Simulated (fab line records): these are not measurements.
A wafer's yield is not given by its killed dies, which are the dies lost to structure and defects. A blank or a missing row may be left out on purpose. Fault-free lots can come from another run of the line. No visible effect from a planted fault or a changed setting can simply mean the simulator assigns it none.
Split-lot study -- flow n5Finfet -- route with 1938 steps; 7 lots, 21 wafers read

ON THE SPLIT
At N5_MIM_TOP_LITHO_DEVELOP_07 (develop time 60 s), the setting developTimeS was moved away from the recipe's 60 s on 6 of the 21 wafers read, by -17.4% to +18.8%. For the rest of the wafers, this setting stayed at what the recipe calls for.

THE PATH FROM SPLIT TO READING: the file shows 1 step between them
- N5_MIM_TOP_LITHO_HARDBAKE_09: time 120 s

THE READING
cdNm at N5_MIM_TOP_LITHO_CD_MEAS_08, given in nm (cd target 2000 nm). Fault-free wafers of this fab line usually give 2000.3 nm, standard deviation 1.5 nm.

wafer,"tool, chamber at the split","developTimeS as run, s",against the recipe,"cdNm, nm",against lot-mates on the recipe
L074.2,"lithoTrack-05, 0",64.08,+6.8%,1996.6,-0.9
L074.4,"lithoTrack-05, 0",64.08,+6.8%,1997.9,+0.4
L074.5,"lithoTrack-05, 0",60,recipe,1997.5,-
L075.1,"lithoTrack-04, 0",60,recipe,2000.4,-
L075.2,"lithoTrack-04, 0",60,recipe,2000.7,-
L075.5,"lithoTrack-04, 0",60,recipe,2001.2,-
L079.1,"lithoTrack-05, 0",60,recipe,2000.6,-
L079.2,"lithoTrack-05, 0",60,recipe,1999.8,-
L079.4,"lithoTrack-05, 0",56.38,-6.0%,2001.8,+1.6
L088.1,"lithoTrack-04, 0",60,recipe,2003.1,-
L088.2,"lithoTrack-04, 0",60,recipe,2000.8,-
L088.6,"lithoTrack-04, 0",60,recipe,2000.5,-
L091.1,"lithoTrack-05, 0",60,recipe,1999.4,-
L091.5,"lithoTrack-05, 0",71.27,+18.8%,1996.1,-3.7
L091.6,"lithoTrack-05, 0",60,recipe,2000.2,-
L093.2,"lithoTrack-04, 0",60,recipe,1999.2,-
L093.3,"lithoTrack-04, 0",49.55,-17.4%,2004.0,+4.2
L093.5,"lithoTrack-04, 0",60,recipe,2000.4,-
L094.1,"lithoTrack-04, 0",60,recipe,2004.5,-
L094.2,"lithoTrack-04, 0",60,recipe,2003.0,-
L094.5,"lithoTrack-04, 0",49.89,-16.8%,2006.3,+2.5

FIT RESULTS
A straight line over all 21 wafers: cdNm changes by -0.274 nm for each +1% of developTimeS; r = -0.78; the points scatter about the line by 1.6 nm.
The same after taking each lot's own level away (the mean of its wafers on the recipe; 21 wafers): -0.185 nm for each +1%; r = -0.88; scatter 0.76 nm.
On that fit, the largest move of developTimeS shifts the reading by 3.5 nm.
The lots' own levels span 1997.50 to 2003.75 nm, that is 4.2 times the standard deviation above.
So the lot-to-lot level blurs the effect unless lot-mates are compared.
Check: -3.12 nm against its lot-mates is what the line predicts for one of the wafers moved furthest among these (+18.8%) when that wafer is left out of the fit. Against them it came out at -3.7 nm.

FURTHER SPLITS ON THESE WAFERS
Note: prior to the reading, these wafers also went through further splits. Each is held against what the fit with the lots' levels taken away leaves over:
other split on the same wafers,wafers away from the commonest value,r with cdNm (lot level and that fit taken away)
N5_MIM_TOP_SPUTTER_03 timeS,9,+0.08

THE FILE'S OWN FIT
cdNm changes by -0.194 nm for each +1% of developTimeS, r = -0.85.
